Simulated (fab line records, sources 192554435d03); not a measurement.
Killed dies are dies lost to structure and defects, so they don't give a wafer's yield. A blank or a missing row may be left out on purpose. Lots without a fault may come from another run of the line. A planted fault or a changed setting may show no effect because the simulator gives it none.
Chamber matching | flow n5_finfet | N5_DUMMY_GATE_ALD_02 on ald_sin-02: 4 sister chambers
The step deposits SiO2, target thk 2 nm, pulse time 1 s. 4 wafers are shown with their chamber, then 8 later ones without.

WAFERS WITH THEIR CHAMBER
wafer  | chamber | heater_power_w (W)
L092.1 | 3       | 470
L092.2 | 1       | 489
L092.3 | 0       | 586
L092.4 | 2       | 469

WAFERS WITHOUT THEIR CHAMBER
wafer  | heater_power_w (W)
L092.5 | 565
L092.6 | 461
L095.1 | 483
L095.4 | 593
L095.6 | 582
L096.3 | 484
L096.5 | 591
L096.6 | 481

WHICH CHAMBER EACH WENT THROUGH
wafer  | from the rows above          | in truth
L092.5 | 0                            | 0
L092.6 | can't be placed: 2 or 3      | 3
L095.1 | can't be placed: 1 or 3 or 2 | 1
L095.4 | 0                            | 0
L095.6 | 0                            | 0
L096.3 | can't be placed: 1 or 3 or 2 | 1
L096.5 | 0                            | 0
L096.6 | can't be placed: 1 or 3 or 2 | 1
Placed correctly: 4 of 8. Can't be placed from these rows: 4 (the true chamber is among the candidates in 4). Placed wrongly: 0.
How it was worked out, from the rows above alone: a wafer's distance from a chamber is the root of the sum, over the readings, of the square of ((its reading less the chamber's mean) divided by the reading's scatter). The wafer belongs to the nearest chamber; if the next one is less than 2 further off, it can't be placed. A chamber's mean is the mean of its shown wafers. The scatter: with one shown wafer a chamber, the root of the mean of the squares of how far each hidden wafer lies from its nearest shown one.
